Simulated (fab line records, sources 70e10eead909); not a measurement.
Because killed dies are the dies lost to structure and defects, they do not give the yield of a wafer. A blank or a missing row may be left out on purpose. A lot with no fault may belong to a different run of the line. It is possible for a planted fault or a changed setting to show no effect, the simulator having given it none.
Check for tools in common	flow nandHarc	Lots sampled 6, wafers sampled 18

## THE REASON FOR OPENING IT
Flagged at NHARC_END_SORT_01: reading killedAtArray, on 2 of 6 lots. Fault-free wafers read 50, with a standard deviation of 14.
Rule: flag the lot when none of its wafers has a number, or when each of its wafers that has one lies beyond 4 standard deviations from that mean. All remaining lots are regarded as sound.

lot	measured	on	killedAtArray, wafer by wafer	flag
L146	day 26 17:28	prober-02	56 66 66	
L148	day 29 00:21	prober-01	44 50 50	
L153	day 30 06:58	prober-02	59 56 39	
L160	day 33 02:43	prober-01	144 147 140	FLAGGED
L163	day 33 08:41	prober-02	70 64 84	
L161	day 33 10:28	prober-01	111 115 112	FLAGGED
Average over the flagged lots: 128; offset from the usual +78, equal to +6 standard deviations.

## WHICH TOOL EACH LOT WENT THROUGH
The record holds 3 process steps before the reading, out of a route of 1302 steps. Read each cell as the tool, then ch plus the chambers that the sampled wafers visited, then the start.
lot	flag	NHARC_A_CONTACT_ETCH_113	NHARC_THIN_TSV_DEGAS_49	NHARC_THIN_TSV_ETCH_59
L146		harCapEtch-03 ch 0,1, day 23 14:20	pvdSputter-02, day 26 03:47	rieMetal-02 ch 1, day 26 07:16
L148		harCapEtch-03 ch 0,1, day 25 22:07	pvdSputter-02, day 28 08:50	rieMetal-01 ch 0,1, day 28 12:10
L153		harCapEtch-03 ch 0,1, day 27 04:56	pvdSputter-01, day 29 16:59	rieMetal-01 ch 0,1, day 29 20:21
L160	FLAGGED	harCapEtch-01 ch 0, day 30 00:04	pvdSputter-03, day 32 14:33	rieMetal-01 ch 0,1, day 32 17:55
L163		harCapEtch-03 ch 0,1, day 30 09:23	pvdSputter-01, day 32 15:47	rieMetal-03 ch 1, day 32 19:18
L161	FLAGGED	harCapEtch-01 ch 0,1, day 30 10:16	pvdSputter-03, day 32 17:04	rieMetal-01 ch 0,1, day 32 20:28
What is done by these steps:
- NHARC_A_CONTACT_ETCH_113: etches the open film in C4F8/O2/Ar, time 190 s, target depth 1850 nm.
- NHARC_THIN_TSV_DEGAS_49: time 120 s.
- NHARC_THIN_TSV_ETCH_59: etches the open film in Cl2/BCl3, target depth 880 nm, time 138.1 s.
- NHARC_END_SORT_01

## FLAGGED AGAINST TOTAL, ONE TOOL AT A TIME (gauges that did the reading follow at the end)
step	tool	lots run	flagged	share of the flagged lots	sound lots run after its first flagged lot
NHARC_A_CONTACT_ETCH_113	harCapEtch-01	2	2	all	0
NHARC_A_CONTACT_ETCH_113	harCapEtch-03	4	0	none	-
NHARC_THIN_TSV_DEGAS_49	pvdSputter-01	2	0	none	-
NHARC_THIN_TSV_DEGAS_49	pvdSputter-02	2	0	none	-
NHARC_THIN_TSV_DEGAS_49	pvdSputter-03	2	2	all	0
NHARC_THIN_TSV_ETCH_59	rieMetal-01	4	2	all	0
NHARC_THIN_TSV_ETCH_59	rieMetal-02	1	0	none	-
NHARC_THIN_TSV_ETCH_59	rieMetal-03	1	0	none	-
NHARC_END_SORT_01	prober-01	3	2	all	0
NHARC_END_SORT_01	prober-02	3	0	none	-

## THE TABLE: WHAT IT ALLOWS
4 rows of the table ran every flagged lot: harCapEtch-01 at NHARC_A_CONTACT_ETCH_113, pvdSputter-03 at NHARC_THIN_TSV_DEGAS_49, rieMetal-01 at NHARC_THIN_TSV_ETCH_59, prober-01 at NHARC_END_SORT_01.
- harCapEtch-01 at NHARC_A_CONTACT_ETCH_113: 2 of its 2 lots flagged. The start can't be narrowed down: in this sample, it ran no sound lot prior to its first flagged lot.
- pvdSputter-03 at NHARC_THIN_TSV_DEGAS_49: 2 of its 2 lots flagged. The start can't be narrowed down: in this sample, it ran no sound lot prior to its first flagged lot.
- rieMetal-01 at NHARC_THIN_TSV_ETCH_59: 2 of its 4 lots flagged. It ran its last sound lot, L153, at day 29 20:21 and its first flagged lot, L160, at day 32 17:55: a fault with its onset between the two fits.
- prober-01 at NHARC_END_SORT_01: 2 of its 3 lots flagged. It ran its last sound lot, L148, at day 29 00:21 and its first flagged lot, L160, at day 33 02:43: a fault with its onset between the two fits.
A lot count leaves these 4 tools indistinguishable: every one of them fits a fault beginning at some hour. More lots, or a look at what each step does to the wafer, might.

## WHAT HAD BEEN PUT IN BY THE SIMULATOR
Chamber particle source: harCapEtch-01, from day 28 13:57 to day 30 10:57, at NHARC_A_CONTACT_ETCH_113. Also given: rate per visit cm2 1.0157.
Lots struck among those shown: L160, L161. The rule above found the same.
